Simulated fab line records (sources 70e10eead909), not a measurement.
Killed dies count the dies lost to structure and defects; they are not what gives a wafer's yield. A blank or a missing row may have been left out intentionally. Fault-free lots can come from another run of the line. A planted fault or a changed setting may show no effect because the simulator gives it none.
Which of the tools did it? ; flow nand_harc ; 6 lots, 18 wafers sampled, at 5 steps of a route of 1159

## WHAT EACH GAUGE READ, for each wafer
NHARC_END_SORT_01.
lot;measured;on;killed_at_array
L175;day 24 14:02;prober-02;675 674 677

## TOOL THAT RAN EACH LOT (tool first, then ch and the chambers of the sampled wafers, then the start)
lot;NHARC_A_STAIRCASE_HM_OPEN_463;NHARC_A_STAIRCASE_DEP_417;NHARC_A_STAIRCASE_CVD_552;NHARC_A_STAIRCASE_DEP_322
L158;rie_diel-05 ch 0,3, day 12 12:25 or earlier;pecvd-04 ch 0,1,2, day 12 12:25;lpcvd-02 ch 0, day 12 23:03;pecvd-02 ch 0,1, day 13 10:49
L161;rie_diel-11 ch 0,1,3, day 12 19:14 or earlier;pecvd-04 ch 0,1,2, day 12 19:14;lpcvd-02 ch 1, day 13 03:07;pecvd-02 ch 0,1, day 13 14:43
L162;rie_diel-05 ch 0,2,3, day 13 06:17 or earlier;pecvd-02 ch 0,1, day 13 06:17;lpcvd-01 ch 0, day 13 14:47;pecvd-02 ch 0,1, day 14 01:25
L164;rie_diel-11 ch 0,1,2, day 13 12:10 or earlier;pecvd-01 ch 1,2, day 13 12:10;lpcvd-01 ch 0, day 13 18:47;pecvd-04 ch 0,1, day 14 08:49
L166;rie_diel-04 ch 0,2, day 14 15:55 or earlier;pecvd-02 ch 0,1,2, day 14 15:55;lpcvd-02 ch 1, day 15 00:41;pecvd-02 ch 0,1,2, day 15 13:36
L175;rie_diel-05 ch 0,2,3, day 16 16:55 or earlier;pecvd-01 ch 1, day 16 16:55;lpcvd-01 ch 1, day 17 01:11;pecvd-01 ch 0,2, day 17 16:01
- NHARC_A_STAIRCASE_HM_OPEN_463: chemistry O2/COS.
- NHARC_A_STAIRCASE_DEP_417: deposits Si3N4, target thk 60 nm.
- NHARC_A_STAIRCASE_CVD_552: deposits SiNx, target thk 40 nm.
- NHARC_A_STAIRCASE_DEP_322: deposits SiO2, target thk 3800 nm.

## THE ANSWER, worked out from the rows above alone
Rule: usual is defined by the lots themselves. Put in order of their means at a reading, lots are off if they are a third of the lots or fewer, leave a main group of 4 or more, and stand apart from it by a gap of 3 or more times the standard deviation of the main group's means; of several such gaps the widest counts. Not used: any main group whose means are identical at the precision the tables above print for the reading. Also off: a lot with no number at a reading for which 4 or more lots have one. The other lots that the step has rows for count as sound.
Nothing can be told from this: no lot is off at any reading shown.

## WHAT THE SIMULATOR HAD PUT IN
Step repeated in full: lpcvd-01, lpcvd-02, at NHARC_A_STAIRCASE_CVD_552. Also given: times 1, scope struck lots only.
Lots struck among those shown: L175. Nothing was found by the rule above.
